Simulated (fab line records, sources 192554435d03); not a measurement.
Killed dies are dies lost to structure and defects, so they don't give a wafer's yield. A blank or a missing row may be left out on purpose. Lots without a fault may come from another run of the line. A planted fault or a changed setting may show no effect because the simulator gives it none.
fab line records | flow n5_finfet
record lots=6 wafers=17 last_day=19
route steps=1938 shown BEOL_M0@721 BEOL_M4@1111 PASSIVATION@1936
lots that met no fault: from a run of the same line without faults
start_h: hours from the record's first day to the start of the lot's first wafer shown | wait_h: hours since the lot's step before | " the same as in the row above | L1.1+2: a row that stands for several wafers | - no value, or no start given | * or withheld: withheld | < > ~ a bound
route shown NAME@n: a module of which the file shows steps, and the number in the route of the first | usual: mean/standard deviation of fault-free wafers | same: alike in all rows | chamber/n: place in a boat | sites: the reading at each site | _std_site: their standard deviation | _edge_site: outer sites' mean less inner sites' | radius_mm: how far each site lies from the wafer's centre | mask NAME#n: copy n | behind: the tool/chamber that last shaped the wafer | hold: why the lot was held/for how many hours/how that ended | device: the transistor (n, p or np) that didn't switch | end of line: the same wafers' tests at the end of the route | a step without rows: its recipe alone | killed: dies lost to structure and defects at the first sort, not the wafer's yield | map: a wafer's dies, x killed, . not, _ none there
set.NAME: the setting as run; set.NAME@STEP: as run at that earlier step | model.NAME: the simulator's own value behind a step, which no gauge read
lots at some steps of the route; a table a step, a row a wafer
services: from which hour (start_h, from the record's first day; less than 0 if before it) a tool's chamber was out of use, for how many hours, and why
## steps
# step N5_BEOL_M0_TRENCH_ETCH_107
# recipe chemistry=C4F6/O2 target_depth_a=328 target=SiOC time_s=16.4 ion_energy_ev=250 pressure_mtorr=30 source_w=355 bias_w=185 Ar_flow_sccm=300 C4F6_flow_sccm=10 O2_flow_sccm=10
# step N5_BEOL_M0_STRIP_142
# recipe chemistry=N2/H2 time_s=10 power_w=450 temp_c=40 pressure_mtorr=20 rf_frequency_hz=6e+07 bias_power_w=7 n2_flow_sccm=200 h2_flow_sccm=200
# step N5_BEOL_M0_OCD_MEAS_108
# usual trench_depth_nm=32.7/0.72
# columns lot.wafer tool chamber start_h wait_h trench_depth_nm
L877.2 ocd-02 - 116.97 0.1 33.7
L877.5 " - " " 34.0
L883.3 ocd-02 - 154.64 0.1 33.7
L883.4 " - " " 32.9
L883.5 " - " " 34.0
L886.2 ocd-02 - 169.04 0.1 33.1
L886.3 " - " " 31.8
L886.5 " - " " 32.8
L890.1 ocd-01 - 201.21 0.1 32.7
L890.2 " - " " 33.3
L890.3 " - " " 33.1
L899.1 ocd-02 - 252.71 0.1 32.3
L899.3 " - " " 31.4
L899.4 " - " " 33.2
L900.2 ocd-01 - 253.10 0.1 32.9
L900.4 " - " " 33.7
L900.5 " - " " 32.3
# step N5_BEOL_M0_HM_STRIP_129
# recipe chemistry=peroxide_tin_strip material=TiN target_depth_a=170 temp_c=50 time_s=108
# step N5_BEOL_M0_SRD_130
# recipe time_s=30 temp_c=23 rinse_liquid=diw dry=ipa_marangoni
# step N5_BEOL_M0_ETCH_109
# recipe chemistry=CH3F/O2 target_depth_a=80 overetch_a=24 target=SiCN time_s=27.4 ion_energy_ev=120 pressure_mtorr=30 source_w=395 bias_w=75 Ar_flow_sccm=150 CH3F_flow_sccm=30 O2_flow_sccm=20
# step N5_BEOL_M0_STRIP_139
# recipe chemistry=post_etch_residue_remover time_s=60 temp_c=25 remover_ph=withheld remover_water_wt_pct=withheld remover_fluoride_wt_pct=withheld
# step N5_BEOL_M0_SRD_111
# recipe time_s=30 temp_c=23 rinse_liquid=diw dry=ipa_marangoni
# step N5_BEOL_M0_DEGAS_112
# recipe ambient=vacuum temp_c=250 time_s=60
# step N5_BEOL_M0_PRE_CLEAN_113
# recipe gas=H2/He time_s=30 temp_c=250
# usual heater_power_w=338/31
# same time_s=30
# columns lot.wafer tool chamber start_h wait_h heater_power_w
L877.2 pvd_sputter-03 - 117.48 0.0 341
L877.5 " - " " 310
L883.3 pvd_sputter-02 - 156.40 0.0 310
L883.4 " - " " 311
L883.5 " - " " 327
L886.2 pvd_sputter-01 - 169.36 0.0 309
L886.3 " - " " 318
L886.5 " - " " 305
L890.1 pvd_sputter-03 - 201.95 0.0 339
L890.2 " - " " 400
L890.3 " - " " 380
L899.1 pvd_sputter-02 - 253.14 0.0 304
L899.3 " - " " 357
L899.4 " - " " 326
L900.2 pvd_sputter-02 - 254.80 0.0 303
L900.4 " - " " 317
L900.5 " - " " 316
# step N5_BEOL_M0_ALD_136
# recipe material=TaN target_thk_a=* temp_c=275 ald_precursor_family=PDMAT ald_co_reactant=NH3 pressure_torr=3 carrier_flow_sccm=1500 pulse_time_s=2 purge_time_s=3 co_reactant_purge_time_s=2 co_reactant_pulse_time_s=3 ald_cycles=30 precursor_vessel_temp_c=75 precursor_vessel_pressure_torr=26.25 precursor_vessel_carrier_sccm=1000
# step N5_BEOL_M0_SURFACE_TREAT_137
# recipe gas=Ar time_s=* ion_energy_ev=* ion_current_ma_cm2=0.5 pressure_mtorr=* ar_flow_sccm=30
# step N5_BEOL_M0_CVD_115
# recipe material=Co target_thk_a=* temp_c=withheld precursor=CCTBA/H2 pressure_torr=30 time_s=120
# usual chamber_pressure_Torr=29.99/0.068 run_length_s=143.0/0.55 time_s=120/0
# columns lot.wafer tool chamber start_h wait_h chamber_pressure_Torr run_length_s time_s
L877.2 cvd_co-02 2 118.06 0.1 29.97 143.2 120
L877.5 " 2 " " 30.00 143.1 120
L883.3 cvd_co-02 0 156.75 0.0 30.01 143.5 120
L883.4 " 2 " " 29.90 142.7 120
L883.5 " 0 " " 29.94 143.6 120
L886.2 cvd_co-02 0 169.71 0.0 30.09 143.7 120
L886.3 " 1 " " 30.06 143.3 120
L886.5 " 0 " " 30.07 143.3 120
L890.1 cvd_co-01 0 202.36 0.0 30.06 142.6 120
L890.2 " 1 " " 29.93 142.0 120
L890.3 " 2 " " 30.06 142.8 120
L899.1 cvd_co-02 2 253.93 0.3 - - -
L899.3 " 0 " " - - -
L899.4 " 1 " " - - -
L900.2 cvd_co-01 1 255.33 0.1 - - -
L900.4 " 1 " " - - -
L900.5 " 2 " " - - -
# step N5_BEOL_M0_SPUTTER_116
# recipe material=Cu target_thk_a=40 temp_c=-20 chamber_pressure_pa=0.07 power_w=withheld time_s=7.37
# usual throttle_valve_pct=30.3/1.3
# same time_s=7.37
# columns lot.wafer tool chamber start_h wait_h throttle_valve_pct
L877.2 pvd_sputter-02 - 118.18 0.1 31.6
L877.5 " - " " 30.8
L883.3 pvd_sputter-03 - 156.85 0.1 29.3
L883.4 " - " " 27.5
L883.5 " - " " 28.7
L886.2 pvd_sputter-02 - 169.81 0.1 30.1
L886.3 " - " " 31.8
L886.5 " - " " 30.1
L890.1 pvd_sputter-02 - 204.18 1.8 30.4
L890.2 " - " " 30.1
L890.3 " - " " 29.9
L899.1 pvd_sputter-02 - 254.12 0.1 30.3
L899.3 " - " " 30.1
L899.4 " - " " 32.0
L900.2 pvd_sputter-02 - 255.70 0.3 30.0
L900.4 " - " " 30.6
L900.5 " - " " 29.9
# step N5_BEOL_M0_ANNEAL_117
# recipe temp_c=400 time_s=60 ambient=vacuum
# step N5_BEOL_M0_SPUTTER_132
# recipe material=Cu target_thk_a=40 temp_c=-20 chamber_pressure_pa=0.07 power_w=withheld time_s=7.37
# step N5_BEOL_M0_ANNEAL_133
# recipe temp_c=400 time_s=60 ambient=vacuum
# usual heater_power_w=836/72
# same time_s=60
# columns lot.wafer tool chamber start_h wait_h heater_power_w
L877.2 pvd_sputter-02 - 118.38 0.0 784
L877.5 " - " " 800
L883.3 pvd_sputter-03 - 157.05 0.0 947
L883.4 " - " " 981
L883.5 " - " " 776
L886.2 pvd_sputter-02 - 170.01 0.0 773
L886.3 " - " " 781
L886.5 " - " " 770
L890.1 pvd_sputter-02 - 204.38 0.0 817
L890.2 " - " " 802
L890.3 " - " " 911
L899.1 pvd_sputter-02 - 254.32 0.0 887
L899.3 " - " " 760
L899.4 " - " " 767
L900.2 pvd_sputter-02 - 255.90 0.0 768
L900.4 " - " " 792
L900.5 " - " " 774
# step N5_BEOL_M0_SPUTTER_134
# recipe material=Cu target_thk_a=40 temp_c=-20 chamber_pressure_pa=0.07 power_w=withheld time_s=7.37
# usual throttle_valve_pct=30.3/1.3
# same time_s=7.37
# columns lot.wafer tool chamber start_h wait_h throttle_valve_pct
L877.2 pvd_sputter-02 - 118.42 0.0 31.8
L877.5 " - " " 30.4
L883.3 pvd_sputter-03 - 157.09 0.0 29.7
L883.4 " - " " 27.5
L883.5 " - " " 28.8
L886.2 pvd_sputter-02 - 170.05 0.0 29.7
L886.3 " - " " 31.4
L886.5 " - " " 30.0
L890.1 pvd_sputter-02 - 204.42 0.0 30.2
L890.2 " - " " 30.2
L890.3 " - " " 30.1
L899.1 pvd_sputter-02 - 254.36 0.0 30.0
L899.3 " - " " 30.2
L899.4 " - " " 31.7
L900.2 pvd_sputter-02 - 255.94 0.0 30.0
L900.4 " - " " 30.3
L900.5 " - " " 30.0
# step N5_BEOL_M0_ANNEAL_135
# recipe temp_c=400 time_s=60 ambient=vacuum
# step N5_BEOL_M0_SPUTTER_141
# recipe material=Cu target_thk_a=40 temp_c=-20 chamber_pressure_pa=0.07 power_w=withheld time_s=7.37
# step N5_BEOL_M0_ECD_118
# recipe material=Cu target_thk_a=3000
# step N5_BEOL_M0_ANNEAL_119
# recipe temp_c=225 time_s=90 ambient=N2
# usual wafer_temp_C_max=225.74/0.22
# same time_s=90
# columns lot.wafer tool chamber start_h wait_h wafer_temp_C_max
L877.2 rtp_anneal-01 0 120.45 1.7 225.62
L877.5 " 0 " " 225.89
L883.3 rtp_anneal-01 0 162.37 5.0 225.48
L883.4 " 0 " " 225.92
L883.5 " 0 " " 225.90
L886.2 rtp_anneal-01 0 173.73 3.4 226.06
L886.3 " 0 " " 225.70
L886.5 " 0 " " 225.64
L890.1 rtp_anneal-01 0 204.80 0.1 225.47
L890.2 " 0 " " 225.57
L890.3 " 0 " " 225.74
L899.1 rtp_anneal-01 0 254.70 0.1 225.66
L899.3 " 0 " " 225.71
L899.4 " 0 " " 225.93
L900.2 rtp_anneal-02 0 256.32 0.1 225.80
L900.4 " 0 " " 225.85
L900.5 " 0 " " 225.87
# step N5_BEOL_M0_CMP_120
# recipe stop_on=SiOC t_overpolish_s=6.9 down_force_psi=1 platen_rpm=50 clearing_platen_down_force_psi=1.5 clearing_platen_rpm=50 post_cmp_clean=cu_alkaline clearing_platen_pad_velocity_m_s=0.99484 pad_velocity_m_s=0.99484
# usual barrier_field_endpoint_s=3.66/0.13 clearing_platen_rpm=49.999/0.027 motor_current_A=6.2/0.62 pad_life_wafers=1283/590
# columns lot.wafer tool chamber start_h wait_h barrier_field_endpoint_s clearing_platen_rpm motor_current_A pad_life_wafers
L877.2 cmp-02 2 120.82 0.3 3.48 49.983 6.1 1809
L877.5 " 3 " " 3.46 50.012 6.7 -
L883.4 cmp-03 0 162.80 0.2 3.73 50.021 5.2 1447
L883.3 " 1 " " 3.56 50.020 4.7 1448
L883.5 " 0 " " 3.71 50.022 5.4 -
L886.3 cmp-01 3 173.99 0.2 3.76 49.993 6.9 1122
L886.2 " 2 " " 3.64 49.967 6.7 1125
L886.5 " 3 " " 3.80 50.028 6.7 -
L890.1 cmp-03 3 205.09 0.3 3.94 49.963 7.0 1788
L890.3 " 0 " " 3.80 50.012 5.4 1789
L890.2 " 1 " " 3.68 50.005 4.9 1790
L899.3 cmp-01 2 254.99 0.2 1.87 49.977 6.8 1800
L899.1 " 3 " " 1.87 50.006 6.2 1801
L899.4 " 1 " " 1.76 49.980 5.6 1803
L900.2 cmp-02 0 256.65 0.3 1.88 50.016 6.8 704
L900.4 " 1 " " 1.88 49.990 5.8 705
L900.5 " 2 " " 1.82 49.981 5.9 -
# step N5_BEOL_M4_RC_MEAS_101
# usual DIBL_N=36.3/2.2 DIBL_P=36.0/2.4 IOFF_N=0.16/0.042 IOFF_P=0.22/0.041 ION_N=672/14 ION_P=462/7.9 SS_N=71.7/0.76 SS_P=73.3/0.72 VT_N=250/3.6 VT_P=-249/3
# columns lot.wafer tool chamber start_h wait_h DIBL_N[mV/V] DIBL_P[mV/V] IOFF_N[nA/um] IOFF_P[nA/um] ION_N[uA/um] ION_P[uA/um] SS_N[mV/dec] SS_P[mV/dec] VT_N[mV] VT_P[mV]
L877.2 prober-02 0 167.54 0.2 33.5 32.9 0.13 0.16 664 457 71.2 72.7 251 -252
L877.5 " 0 " " 33.1 32.7 0.11 0.16 658 458 71.1 72.8 254 -255
L883.3 prober-01 0 205.51 0.3 34.7 34.8 0.14 0.20 664 461 71.5 72.4 251 -251
L883.4 " 0 " " 36.1 35.8 0.15 0.20 667 454 71.8 73.6 254 -250
L883.5 " 0 " " 35.9 36.1 0.16 0.21 672 462 71.8 72.9 252 -252
L886.2 prober-01 0 213.40 0.2 36.4 35.8 0.16 0.19 675 461 72.1 73.4 250 -252
L886.3 " 0 " " 38.8 37.8 0.19 0.22 665 451 73.4 73.6 250 -250
L886.5 " 0 " " 36.6 36.4 0.17 0.22 664 452 72.7 74.1 248 -251
L890.1 prober-02 0 251.65 0.0 34.8 33.6 0.12 0.20 651 452 71.0 73.1 255 -249
L890.2 " 0 " " 38.2 38.3 0.19 0.27 687 470 72.1 74.0 244 -246
L890.3 " 0 " " 37.7 36.9 0.16 0.25 650 452 72.6 74.3 252 -246
# step N5_PASSIVATION_PROBE_49
# usual defect_limited_yield=91.3/1.7 killed_at_M0_to_M3=33/9.9 killed_at_M4_up=14/6.4 killed_at_contacts=12/7 killed_at_front_end=41/13 killed_at_other=3.1/2.9 killed_dies=103/20 killed_on_rim=13/4 killed_open=67/14 killed_short=34/9.4 sort_bin_5_function=5.1/1.1 sort_bin_6_memory=3.2/0.79 sort_bin_8_speed=0.02/0.15 sort_n_pass=1077/21 sort_yield_pct=91.2/1.7
# same gross_dies=1180 killed_at_back_side=0 sort_bin_4_leakage[%]=0
# columns lot.wafer tool chamber start_h wait_h defect_limited_yield[%] killed_at_M0_to_M3 killed_at_M4_up killed_at_contacts killed_at_front_end killed_at_other killed_dies killed_on_rim killed_open killed_short sort_bin_5_function[%] sort_bin_6_memory[%] sort_bin_8_speed[%] sort_n_pass sort_yield_pct[%]
L883.3 prober-01 - 305.77 0.1 87.7 43 24 7 71 0 145 15 91 52 7.7 4.3 0 1035 87.7
L883.4 prober-01 - 305.82 0.2 88.5 35 25 9 67 0 136 17 81 44 6.3 4.2 0 1044 88.5
L883.5 prober-01 - 305.87 0.2 86.4 46 22 25 67 1 161 20 105 55 7.3 5.6 0 1019 86.4
L886.2 prober-01 - 319.07 0.1 91.2 29 21 10 41 3 104 15 60 41 5.5 3.1 0 1076 91.2
L886.3 prober-01 - 319.12 0.1 90.3 32 5 4 72 2 115 15 68 47 6.2 3.0 0 1065 90.3
L886.5 prober-01 - 319.22 0.2 91.3 32 17 20 32 2 103 16 82 21 6.5 2.2 0 1077 91.3
L890.1 prober-02 - 351.40 0.0 93.3 31 11 10 22 5 79 19 50 27 4.1 2.3 0.08 1101 93.3
L890.2 prober-02 - 351.45 0.1 94.1 32 5 2 30 1 70 12 44 25 3.6 2.1 0.08 1110 94.1
L899.1 prober-01 - 437.68 0.0 0 1115 16 10 38 1 1180 152 62 22 89.6 10.3 0 0 0
L899.3 prober-01 - 437.78 0.1 0 1116 6 13 43 2 1180 152 55 30 89.5 9.9 0 0 0
L899.4 prober-01 - 437.83 0.2 0 1114 17 8 38 3 1180 152 64 22 89.9 9.7 0 0 0
L900.2 prober-02 - 461.85 0.1 0 1126 12 8 33 1 1180 152 54 23 89.3 10.4 0 0 0
L900.4 prober-02 - 461.95 0.2 0 1107 16 9 44 4 1180 152 71 30 88.8 10.8 0 0 0
L900.5 prober-02 - 462.00 0.2 0 1125 15 2 35 3 1180 152 60 29 88.1 11.7 0 0 0
# killed by level:class
L883.3 FIN_SAQP:geometric_particle:open=16 STI_FIN_REVEAL:geometric_particle:open=12 BEOL_M0_SAQP:geometric_particle:short=12 FIN_SAQP:geometric_particle:short=11 DUMMY_GATE:geometric_particle:open=9 BEOL_M4:geometric_particle:open=9 MOL_CONTACT_COAG:geometric_particle:open=7 BEOL_M0_SAQP:geometric_particle:open=7
L883.4 BEOL_M4:geometric_particle:open=15 FIN_SAQP:geometric_particle:short=11 STI_FIN_REVEAL:geometric_particle:open=11 BEOL_M0_SAQP:geometric_particle:short=10 BEOL_M0_SAQP:geometric_particle:open=10 FIN_SAQP:geometric_particle:open=9 MOL_CONTACT_COAG:geometric_particle:open=9 HKMG_FIN:area_etch=8
L883.5 MOL_CONTACT_COAG:geometric_particle:open=18 FIN_SAQP:geometric_particle:open=16 BEOL_M0_SAQP:geometric_particle:short=16 STI_FIN_REVEAL:geometric_particle:open=15 FIN_SAQP:geometric_particle:short=11 BEOL_M4:geometric_particle:open=8 STI_FIN_REVEAL:geometric_particle:short=7 BEOL_M0_SAQP:geometric_particle:open=7
L886.2 FIN_SAQP:geometric_particle:short=12 FIN_SAQP:geometric_particle:open=10 BEOL_M4:geometric_particle:open=9 BEOL_M1:geometric_particle:open=7 MOL_CONTACT_COAG:geometric_particle:short=6 BEOL_M0_SAQP:geometric_particle:open=5 BEOL_M3:geometric_particle:open=5 STARTING-WAFER:geometric_particle:short=5
L886.3 FIN_SAQP:geometric_particle:short=30 FIN_SAQP:geometric_particle:open=17 BEOL_M0_SAQP:geometric_particle:open=8 BEOL_M3:geometric_particle:open=8 DUMMY_GATE:geometric_particle:open=6 BEOL_M2:geometric_particle:open=6 STI_FIN_REVEAL:geometric_particle:open=5 BEOL_M1:geometric_particle:open=5
L886.5 MOL_CONTACT_COAG:geometric_particle:open=18 FIN_SAQP:geometric_particle:open=11 BEOL_M3:geometric_particle:open=8 BEOL_M0_SAQP:geometric_particle:open=8 BEOL_M1:geometric_particle:open=7 BEOL_M4:geometric_particle:open=7 ILD0:geometric_particle:open=4 STI_FIN_REVEAL:geometric_particle:open=3
L890.1 BEOL_M2:geometric_particle:open=9 MOL_CONTACT_COAG:geometric_particle:open=6 BEOL_M4:geometric_particle:open=6 BEOL_M0_SAQP:geometric_particle:open=5 FIN_SAQP:geometric_particle:short=4 MOL_CONTACT_COAG:geometric_particle:short=4 BEOL_M0_SAQP:geometric_particle:short=4 BEOL_M2:geometric_particle:short=4
L890.2 BEOL_M2:geometric_particle:open=9 FIN_SAQP:geometric_particle:short=8 DUMMY_GATE:geometric_particle:open=7 BEOL_M0_SAQP:geometric_particle:open=7 BEOL_M0_SAQP:geometric_particle:short=6 STI_FIN_REVEAL:geometric_particle:open=4 FIN_SAQP:geometric_particle:open=3 BEOL_M1:geometric_particle:open=3
L899.1 BEOL_M0:area_cvd=839 BEOL_M0:interface_void_opened=255 FIN_SAQP:geometric_particle:open=14 FIN_SAQP:geometric_particle:short=8 MOL_CONTACT_COAG:geometric_particle:open=8 STI_FIN_REVEAL:geometric_particle:open=8 BEOL_M0_SAQP:geometric_particle:short=6 BEOL_M4:geometric_particle:open=6
L899.3 BEOL_M0:area_cvd=838 BEOL_M0:interface_void_opened=256 STI_FIN_REVEAL:geometric_particle:open=13 MOL_CONTACT_COAG:geometric_particle:open=11 BEOL_M0_SAQP:geometric_particle:short=8 FIN_SAQP:geometric_particle:short=7 FIN_SAQP:geometric_particle:open=7 STARTING-WAFER:geometric_particle:short=4
L899.4 BEOL_M0:area_cvd=850 BEOL_M0:interface_void_opened=244 FIN_SAQP:geometric_particle:open=12 STI_FIN_REVEAL:geometric_particle:open=9 MOL_CONTACT_COAG:geometric_particle:open=5 BEOL_M0:geometric_particle:open=5 GATE_CUT:geometric_particle:short=4 BEOL_M0_SAQP:geometric_particle:short=4
L900.2 BEOL_M0:area_cvd=848 BEOL_M0:interface_void_opened=254 FIN_SAQP:geometric_particle:open=9 FIN_SAQP:geometric_particle:short=7 STI_FIN_REVEAL:geometric_particle:open=6 MOL_CONTACT_COAG:geometric_particle:open=6 BEOL_M1:geometric_particle:open=5 BEOL_M2:geometric_particle:open=4
L900.4 BEOL_M0:area_cvd=822 BEOL_M0:interface_void_opened=257 FIN_SAQP:geometric_particle:open=14 BEOL_M1:geometric_particle:open=9 STI_FIN_REVEAL:geometric_particle:open=7 MOL_CONTACT_COAG:geometric_particle:open=7 BEOL_M0_SAQP:geometric_particle:open=6 FIN_SAQP:geometric_particle:short=5
L900.5 BEOL_M0:area_cvd=812 BEOL_M0:interface_void_opened=279 BEOL_M0_SAQP:geometric_particle:open=12 BEOL_M0_SAQP:geometric_particle:short=9 BEOL_M3:geometric_particle:open=6 DUMMY_GATE:geometric_particle:open=5 BEOL_M4:geometric_particle:open=5 FIN_SAQP:geometric_particle:short=4
# map L899.1 (x killed, . not)
_________________xxxxxxxxxxxx________________
______________xxxxxxxxxxxxxxxxxx_____________
___________xxxxxxxxxxxxxxxxxxxxxxxx__________
__________xxxxxxxxxxxxxxxxxxxxxxxxxx_________
________xxxxxxxxxxxxxxxxxxxxxxxxxxxxxx_______
_______xxxxxxxxxxxxxxxxxxxxxxxxxxxxxxxx______
______xxxxxxxxxxxxxxxxxxxxxxxxxxxxxxxxxx_____
_____xxxxxxxxxxxxxxxxxxxxxxxxxxxxxxxxxxxx____
____xxxxxxxxxxxxxxxxxxxxxxxxxxxxxxxxxxxxxx___
___xxxxxxxxxxxxxxxxxxxxxxxxxxxxxxxxxxxxxxxx__
___xxxxxxxxxxxxxxxxxxxxxxxxxxxxxxxxxxxxxxxx__
__xxxxxxxxxxxxxxxxxxxxxxxxxxxxxxxxxxxxxxxxxx_
__xxxxxxxxxxxxxxxxxxxxxxxxxxxxxxxxxxxxxxxxxx_
_xxxxxxxxxxxxxxxxxxxxxxxxxxxxxxxxxxxxxxxxxxxx
_xxxxxxxxxxxxxxxxxxxxxxxxxxxxxxxxxxxxxxxxxxxx
_xxxxxxxxxxxxxxxxxxxxxxxxxxxxxxxxxxxxxxxxxxxx
_xxxxxxxxxxxxxxxxxxxxxxxxxxxxxxxxxxxxxxxxxxxx
_xxxxxxxxxxxxxxxxxxxxxxxxxxxxxxxxxxxxxxxxxxxx
_xxxxxxxxxxxxxxxxxxxxxxxxxxxxxxxxxxxxxxxxxxxx
_xxxxxxxxxxxxxxxxxxxxxxxxxxxxxxxxxxxxxxxxxxxx
_xxxxxxxxxxxxxxxxxxxxxxxxxxxxxxxxxxxxxxxxxxxx
__xxxxxxxxxxxxxxxxxxxxxxxxxxxxxxxxxxxxxxxxxx_
__xxxxxxxxxxxxxxxxxxxxxxxxxxxxxxxxxxxxxxxxxx_
___xxxxxxxxxxxxxxxxxxxxxxxxxxxxxxxxxxxxxxxx__
___xxxxxxxxxxxxxxxxxxxxxxxxxxxxxxxxxxxxxxxx__
____xxxxxxxxxxxxxxxxxxxxxxxxxxxxxxxxxxxxxx___
_____xxxxxxxxxxxxxxxxxxxxxxxxxxxxxxxxxxxx____
______xxxxxxxxxxxxxxxxxxxxxxxxxxxxxxxxxx_____
_______xxxxxxxxxxxxxxxxxxxxxxxxxxxxxxxx______
________xxxxxxxxxxxxxxxxxxxxxxxxxxxxxx_______
__________xxxxxxxxxxxxxxxxxxxxxxxxxx_________
___________xxxxxxxxxxxxxxxxxxxxxxxx__________
______________xxxxxxxxxxxxxxxxxx_____________
_________________xxxxxxxxxxxx________________
# map L900.2 (x killed, . not)
_________________xxxxxxxxxxxx________________
______________xxxxxxxxxxxxxxxxxx_____________
___________xxxxxxxxxxxxxxxxxxxxxxxx__________
__________xxxxxxxxxxxxxxxxxxxxxxxxxx_________
________xxxxxxxxxxxxxxxxxxxxxxxxxxxxxx_______
_______xxxxxxxxxxxxxxxxxxxxxxxxxxxxxxxx______
______xxxxxxxxxxxxxxxxxxxxxxxxxxxxxxxxxx_____
_____xxxxxxxxxxxxxxxxxxxxxxxxxxxxxxxxxxxx____
____xxxxxxxxxxxxxxxxxxxxxxxxxxxxxxxxxxxxxx___
___xxxxxxxxxxxxxxxxxxxxxxxxxxxxxxxxxxxxxxxx__
___xxxxxxxxxxxxxxxxxxxxxxxxxxxxxxxxxxxxxxxx__
__xxxxxxxxxxxxxxxxxxxxxxxxxxxxxxxxxxxxxxxxxx_
__xxxxxxxxxxxxxxxxxxxxxxxxxxxxxxxxxxxxxxxxxx_
_xxxxxxxxxxxxxxxxxxxxxxxxxxxxxxxxxxxxxxxxxxxx
_xxxxxxxxxxxxxxxxxxxxxxxxxxxxxxxxxxxxxxxxxxxx
_xxxxxxxxxxxxxxxxxxxxxxxxxxxxxxxxxxxxxxxxxxxx
_xxxxxxxxxxxxxxxxxxxxxxxxxxxxxxxxxxxxxxxxxxxx
_xxxxxxxxxxxxxxxxxxxxxxxxxxxxxxxxxxxxxxxxxxxx
_xxxxxxxxxxxxxxxxxxxxxxxxxxxxxxxxxxxxxxxxxxxx
_xxxxxxxxxxxxxxxxxxxxxxxxxxxxxxxxxxxxxxxxxxxx
_xxxxxxxxxxxxxxxxxxxxxxxxxxxxxxxxxxxxxxxxxxxx
__xxxxxxxxxxxxxxxxxxxxxxxxxxxxxxxxxxxxxxxxxx_
__xxxxxxxxxxxxxxxxxxxxxxxxxxxxxxxxxxxxxxxxxx_
___xxxxxxxxxxxxxxxxxxxxxxxxxxxxxxxxxxxxxxxx__
___xxxxxxxxxxxxxxxxxxxxxxxxxxxxxxxxxxxxxxxx__
____xxxxxxxxxxxxxxxxxxxxxxxxxxxxxxxxxxxxxx___
_____xxxxxxxxxxxxxxxxxxxxxxxxxxxxxxxxxxxx____
______xxxxxxxxxxxxxxxxxxxxxxxxxxxxxxxxxx_____
_______xxxxxxxxxxxxxxxxxxxxxxxxxxxxxxxx______
________xxxxxxxxxxxxxxxxxxxxxxxxxxxxxx_______
__________xxxxxxxxxxxxxxxxxxxxxxxxxx_________
___________xxxxxxxxxxxxxxxxxxxxxxxx__________
______________xxxxxxxxxxxxxxxxxx_____________
_________________xxxxxxxxxxxx________________
## services
# columns tool chamber start_h hours kind
cvd_co-01 1 114.67 - clean
cvd_co-01 1 114.67 22.0 scheduled_down
cvd_co-01 1 114.67 22.0 vent_cycle
rtp_anneal-02 - 118.69 61.9 pm
pvd_sputter-03 - 133.80 2.7 repair
cmp-02 - 154.34 1.1 repair
cvd_co-02 2 157.27 6.8 repair
cmp-02 - 163.53 4.0 pm
cvd_co-01 - 165.04 0.5 repair
cmp-03 - 167.46 0.8 repair
cmp-02 - 167.53 - consumable_replace:conditioner
cmp-02 - 167.53 - consumable_replace:pad
cmp-01 - 176.83 2.5 repair
rtp_anneal-01 - 180.85 2.4 pm
cmp-01 - 191.02 2.7 repair
cmp-03 - 241.95 4.0 pm
cmp-02 - 244.87 0.2 repair
cmp-03 - 245.95 - consumable_replace:conditioner
cmp-03 - 245.95 - consumable_replace:pad
cmp-02 - 252.15 4.3 repair
## key
first_sign step=N5_BEOL_M0_CVD_115 reading=tool_record direction=missing
effect step=N5_BEOL_M0_CMP_120 reading=barrier_field_endpoint_s direction=down sigmas=14 usual=3.66 struck=1.85
effect step=N5_PASSIVATION_PROBE_49 reading=killed_at_M0_to_M3 direction=up sigmas=99+ usual=33 struck=1117
more_kills_born_at N5_BEOL_M0_CVD_115@cvd_co-02=2527 N5_BEOL_M0_CVD_115@cvd_co-01=2482
met_at N5_BEOL_M0_CVD_115
struck_wafers L899.1,L899.3,L899.4,L900.2,L900.4,L900.5
later_rows_left_out L899.1,L899.3,L899.4,L900.2,L900.4,L900.5
onset_between 202.36 253.93
fault kind=skipped_step_whole tool=cvd_co-01,cvd_co-02 chamber=- onset_h=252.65 steps=N5_BEOL_M0_CVD_115 scope=struck_lots_only
# later_rows_left_out: the simulator's readings of these wafers behind a module that went badly wrong aren't trusted and aren't shown, but for the sort
